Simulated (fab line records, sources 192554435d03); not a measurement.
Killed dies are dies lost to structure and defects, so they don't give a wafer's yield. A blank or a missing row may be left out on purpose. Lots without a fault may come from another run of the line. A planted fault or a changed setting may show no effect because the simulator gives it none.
fab line records | flow n5_finfet
record lots=7 wafers=39
route steps=1938 shown STI_FIN_REVEAL@184 DUMMY_GATE@237 HKMG_FIN@442 GATE_CUT@469 MOL_CONTACT_COAG@609 BEOL_M4@1111
start_h: hours from the record's first day to the start of the lot's first wafer shown | wait_h: hours since the lot's step before | " the same as in the row above | L1.1+2: a row that stands for several wafers | - no value, or no start given | * or withheld: withheld | < > ~ a bound
route shown NAME@n: a module of which the file shows steps, and the number in the route of the first | usual: mean/standard deviation of fault-free wafers | same: alike in all rows | chamber/n: place in a boat | sites: the reading at each site | _std_site: their standard deviation | _edge_site: outer sites' mean less inner sites' | radius_mm: how far each site lies from the wafer's centre | mask NAME#n: copy n | behind: the tool/chamber that last shaped the wafer | hold: why the lot was held/for how many hours/how that ended | device: the transistor (n, p or np) that didn't switch | end of line: the same wafers' tests at the end of the route | a step without rows: its recipe alone | killed: dies lost to structure and defects at the first sort, not the wafer's yield | map: a wafer's dies, x killed, . not, _ none there
set.NAME: the setting as run; set.NAME@STEP: as run at that earlier step | model.NAME: the simulator's own value behind a step, which no gauge read
lots whose settings were changed on purpose; a table a step, a row a wafer
## steps
# step N5_STI_FIN_REVEAL_ALD_14
# recipe material=Si3N4 target_thk_a=30 temp_c=400 ald_precursor_family=SiH2I2 ald_co_reactant=N2/H2-plasma pressure_torr=2
# step N5_DUMMY_GATE_ETCH_37
# recipe chemistry=N2/H2 target=SOC target_depth_a=600 overetch_a=300 temp_c=40 ion_energy_ev=200 pressure_mtorr=30 source_w=840 bias_w=150 n2_flow_sccm=200 h2_flow_sccm=200
# step N5_DUMMY_GATE_ETCH_31
# recipe chemistry=C4F6/O2 target=SiO2 mask_material=SOC target_depth_a=825 time_s=27.5 ion_energy_ev=250 pressure_mtorr=30 source_w=345 bias_w=185 Ar_flow_sccm=300 C4F6_flow_sccm=10 O2_flow_sccm=10
# step N5_DUMMY_GATE_ETCH_32
# recipe chemistry=CF4 target=SiO2 target_depth_a=35 time_s=3.9 ion_energy_ev=350 pressure_mtorr=10 icp_w=800 bias_w=400 cf4_flow_sccm=80
# step N5_HKMG_FIN_ALD_91
# recipe material=TiN target_thk_a=10 temp_c=400 ald_precursor_family=TiCl4 ald_co_reactant=NH3 pulse_time_s=1 purge_time_s=3 co_reactant_purge_time_s=2 co_reactant_pulse_time_s=2 ald_cycles=47 pressure_torr=3
# step N5_GATE_CUT_ETCH_58
# recipe chemistry=CH3F/O2 target=SiNx target_depth_a=170 time_s=128.6 ion_energy_ev=50 pressure_mtorr=30 source_w=415 bias_w=21 Ar_flow_sccm=150 CH3F_flow_sccm=30 O2_flow_sccm=20
# step N5_GATE_CUT_CUT_ETCH_54
# recipe chemistry=Cl2/BCl3 target=TiN mask_material=SiO2 target_depth_a=967 pressure_mtorr=10 icp_w=1000 bias_w=126 Cl2_flow_sccm=53.25 bcl3_flow_sccm=21.75 Ar_flow_sccm=25 ends=cleared
# step N5_MOL_CONTACT_COAG_ETCHBACK_134
# recipe chemistry=CHF3 target=SiO2 target_depth_a=100 time_s=6.7 ion_energy_ev=200 pressure_mtorr=30 source_w=610 bias_w=170 Ar_flow_sccm=200 CHF3_flow_sccm=50
# step N5_BEOL_M4_RC_MEAS_101
# usual IOFF_N_LONG=5.5e-05/3.2e-06 VT_N_LONG=274.9/1.9
# columns lot.wafer tool chamber start_h wait_h set.target_thk_a@STI_FIN_REVEAL_ALD_14 set.source_w@DUMMY_GATE_ETCH_37 set.target_depth_a@DUMMY_GATE_ETCH_31 set.time_s@DUMMY_GATE_ETCH_32 set.temp_c@HKMG_FIN_ALD_91 set.bias_w@GATE_CUT_ETCH_58 set.Cl2_flow_sccm@GATE_CUT_CUT_ETCH_54 set.time_s@MOL_CONTACT_COAG_ETCHBACK_134 IOFF_N_LONG[nA/um] VT_N_LONG[mV]
L076.1 prober-01 0 173.25 0.0 30 840 743.5 3.9 408 18.41 63 8.184 4.8e-05 279.1
L076.2 " 0 " " 30 840 743.5 4.801 400 21 63 6.7 5.1e-05 274.9
L076.3 " 0 " " 30 1001 743.5 3.9 400 18.41 53.25 8.184 5.2e-05 279.3
L076.4 " 0 " " 30 1001 825 4.801 408 18.41 63 6.7 4.6e-05 275.7
L076.5 " 0 " " 30 840 825 3.9 400 21 53.25 8.184 5.2e-05 276.1
L076.6 " 0 " " 30 1001 825 4.801 408 21 53.25 6.7 4.6e-05 282.9
L082.1 prober-01 0 209.16 0.0 27.58 973.1 797.2 3.9 400 21 53.25 6.7 5.7e-05 273.7
L082.2 " 0 " " 30 840 825 3.9 411.2 21 53.25 5.61 5.2e-05 276.1
L082.3 " 0 " " 27.58 840 825 4.23 400 21 53.25 5.61 5.7e-05 274.8
L082.4 " 0 " " 30 973.1 797.2 4.23 411.2 21 53.25 5.61 5.1e-05 279.3
L082.5 " 0 " " 27.58 840 797.2 4.23 411.2 21 53.25 6.7 5.2e-05 278.7
L082.6 " 0 " " 30 973.1 825 3.9 400 21 53.25 6.7 5.7e-05 271.9
L086.1 prober-02 0 235.22 0.0 30 840 756.2 3.9 405.8 24.29 43.74 6.7 5e-05 276.8
L086.2 " 0 " " 34.09 840 825 3.9 400 21 43.74 6.7 5.3e-05 274.4
L086.3 " 0 " " 30 963.5 756.2 3.9 400 21 53.25 6.7 5.2e-05 276.0
L086.4 " 0 " " 34.09 963.5 825 3.9 405.8 21 43.74 6.7 4.9e-05 280.4
L086.5 " 0 " " 34.09 963.5 756.2 3.9 405.8 24.29 53.25 6.7 4.9e-05 280.4
L086.6 " 0 " " 30 840 825 3.9 400 24.29 53.25 6.7 5.3e-05 276.7
L088.1 prober-02 0 251.41 0.0 30 693.2 852 4.829 400 23.72 53.25 6.7 6e-05 274.6
L088.2 " 0 " " 32.85 840 852 4.829 407.5 21 53.25 7.974 5.6e-05 276.8
L088.3 " 0 " " 30 840 825 3.9 400 21 49 7.974 6.1e-05 272.6
L088.4 " 0 " " 30 840 852 3.9 407.5 23.72 53.25 6.7 5.5e-05 276.3
L088.5 " 0 " " 32.85 693.2 825 4.829 407.5 23.72 49 7.974 5.6e-05 276.8
L088.6 " 0 " " 32.85 693.2 825 3.9 400 21 49 6.7 5.9e-05 273.7
L091.1 prober-02 0 259.90 0.0 32.91 840 928.8 3.33 400 21 53.25 6.7 5.1e-05 274.7
L091.2 " 0 " " 32.91 840 928.8 3.9 409.3 21 53.25 6.164 4.6e-05 280.2
L091.3 " 0 " " 30 840 825 3.9 400 21 46.12 6.164 5e-05 279.0
L091.4 " 0 " " 30 840 825 3.9 409.3 17.89 46.12 6.7 4.5e-05 281.0
L091.5 " 0 " " 32.91 840 825 3.33 409.3 17.89 53.25 6.164 4.5e-05 281.3
L091.6 " 0 " " 30 840 928.8 3.33 400 17.89 46.12 6.7 5e-05 275.8
L093.2 prober-01 0 278.30 0.2 30 840 825 3.9 400 21 53.25 6.7 6.2e-05 272.0
L093.3 " 0 " " 30 840 825 3.9 400 21 53.25 6.7 5.9e-05 272.2
L093.6 " 0 " " 30 840 825 3.9 400 21 53.25 6.7 6e-05 273.6
L097.1 prober-02 0 300.75 0.0 33.87 840 728.9 3.9 394.7 19.9 53.25 6.7 6.1e-05 271.8
L097.2 " 0 " " 30 880.8 825 3.9 394.7 21 53.25 6.7 6e-05 270.7
L097.3 " 0 " " 30 840 825 3.9 400 19.9 53.25 6.7 5.6e-05 274.3
L097.4 " 0 " " 30 880.8 728.9 3.9 400 21 53.25 5.622 5.6e-05 273.3
L097.5 " 0 " " 33.87 880.8 825 3.9 394.7 19.9 53.25 5.622 6e-05 271.0
L097.6 " 0 " " 33.87 840 728.9 3.9 400 21 53.25 5.622 5.7e-05 276.6
## key
split step=N5_STI_FIN_REVEAL_ALD_14 setting=target_thk_a stated_as=30
response none clear
split step=N5_DUMMY_GATE_ETCH_37 setting=source_w stated_as=840
response none clear
split step=N5_DUMMY_GATE_ETCH_31 setting=target_depth_a stated_as=825
response none clear
split step=N5_DUMMY_GATE_ETCH_32 setting=time_s stated_as=3.9
response none clear
split step=N5_HKMG_FIN_ALD_91 setting=temp_c stated_as=400
response step=N5_BEOL_M4_RC_MEAS_101 reading=IOFF_N_LONG slope=-2.2e-06 per=1% together_with=all explained=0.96
response step=N5_BEOL_M4_RC_MEAS_101 reading=VT_N_LONG slope=+1.66 per=1% together_with=all explained=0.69
split step=N5_GATE_CUT_ETCH_58 setting=bias_w stated_as=21
response none clear
split step=N5_GATE_CUT_CUT_ETCH_54 setting=Cl2_flow_sccm stated_as=53.25
response none clear
split step=N5_MOL_CONTACT_COAG_ETCHBACK_134 setting=time_s stated_as=6.7
response none clear
